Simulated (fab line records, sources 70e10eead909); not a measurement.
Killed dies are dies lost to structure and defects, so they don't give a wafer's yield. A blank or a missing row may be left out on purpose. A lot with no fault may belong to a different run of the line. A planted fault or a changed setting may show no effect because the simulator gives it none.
Comparing a struck lot with a sound one | flow nand harc | 13 out of 1302 route steps
Sound: these wafers, L509.1, L509.3, L509.4. Wafers L521.1, L521.2, L521.5 were the ones struck. The cause comes at the end.
Per side, at each step with rows, come the tool, then ch with its chambers, and then its first start. Under that, the readings that differ: sound wafers | struck wafers | difference of the means | sigmas: that difference in standard deviations of wafers without a fault.
alike: words and numbers the same on both sides, and readings whose means are apart by under 2 such deviations; not compared: readings that were withheld, readings missing a value for some wafer, numbers with overlapping values and no deviation given by the record, and bounds like >300 which may hide the same value.
Wherever a step has rows on one side only, a row that says differs or no value, or a row with sigmas, the two part there. Numbers that don't overlap but have no deviation are shown without sigmas and don't part them. A reading that every wafer of one side lacks parts them only if that side has two wafers or more.

first, 2 steps without rows for these wafers: NHARC_A_SIN_REMOVE_PRECLEAN_01 (cleans in SC1); NHARC_A_SIN_REMOVE_SRD_02.
NHARC_A_SIN_REMOVE_INSPECT_04:
  sound: defect inspect-01 at day 21 00:26; struck: defect inspect-01 at day 26 21:37
  alike: raw defect count
NHARC_A_WL_FILL_ALD_00: deposits Al2O3, target thk 3 nm, pulse time 3 s, ald cycles 30.
  sound on ald hk-02 ch 0,1,2, day 21 01:07; struck on ald hk-02 ch 1,2,3, day 26 21:43
  alike: heater power w, precursor pulse height rel
NHARC_A_WL_FILL_RTA_01: time 5 s.
  sound on rtp anneal-01 ch 0, day 21 01:22; struck on rtp anneal-01 ch 0, day 26 22:05
  alike: lamp power pct, lamp_zone_1_pct, wafer_temp_C_max
then, 1 step without rows for these wafers: NHARC_A_WL_FILL_ALD_02 (deposits TiN, target thk 2 nm, pulse time 3 s, ald cycles 100).
NHARC_A_WL_FILL_CVD_03: deposits W, target thk 40 nm, time 279 s.
  sound on cvd w-02 ch 0,1, day 21 02:04; struck on cvd w-01 ch 0,1, day 26 22:45
  reading            | sound       | struck      | difference | sigmas
  heater power w (W) | 528 492 522 | 403 447 421 | -90        | -2
  alike: throttle valve pct
NHARC_A_WL_FILL_ETCHBACK_04: etches the open film in NF3, target depth 60 nm, time 120 s.
  sound on rie metal-02 ch 0,1, day 21 02:23; struck on rie metal-02 ch 0,1, day 26 23:07
  alike: drypump motor current A, oes product au
  not compared: rf hours counter h
then, 1 step without rows for these wafers: NHARC_A_WL_FILL_ETCHBACK_05 (etches the open film in Cl2/BCl3, target depth 22 nm, time 60 s).
NHARC_A_WL_FILL_STRIP_27: strips in N2/H2, time 20 s.
  sound on plasma asher-01 ch 0,1, day 21 02:48; struck on plasma asher-01 ch 0,1, day 26 23:30
  alike: drypump motor current A, heater power w, temp c
  not compared: rf hours counter h
NHARC_A_WL_FILL_STRIP_28: strips in post etch residue remover, time 1200 s.
  sound on wet bench-03 ch 1,2,7, day 21 02:58; struck on wet bench-06 ch 2,5,7, day 26 23:40
  no value came back on the struck wafers for bath guard temp C (C), bath heat duty pct (%), temp c (C); on the sound wafers bath guard temp C (C) reads 71.5 72.5 72.7
then, 1 step without rows for these wafers: NHARC_A_WL_FILL_PRECLEAN_06 (cleans in DIW, time 300 s).
-- the record jumps here: 4 days lie between the struck wafers' starts before and after (it left off in module A_WL_FILL and takes up again in module END, whose first step shown is number 1302 of the route) --
NHARC_END_SORT_01:
  sound on prober-02 ch 0, day 25 07:32; struck on prober-01 ch 0, day 31 05:08
  alike: killed at array, killed at other, killed at periphery, killed dies, killed open, killed short

== WHERE THEY PART ==
First at NHARC_A_WL_FILL_CVD_03; last, within this record, at NHARC_A_WL_FILL_STRIP_28. Later steps at which nothing parts them and some readings are alike: NHARC_END_SORT_01.

WHY: the cause the simulator had injected
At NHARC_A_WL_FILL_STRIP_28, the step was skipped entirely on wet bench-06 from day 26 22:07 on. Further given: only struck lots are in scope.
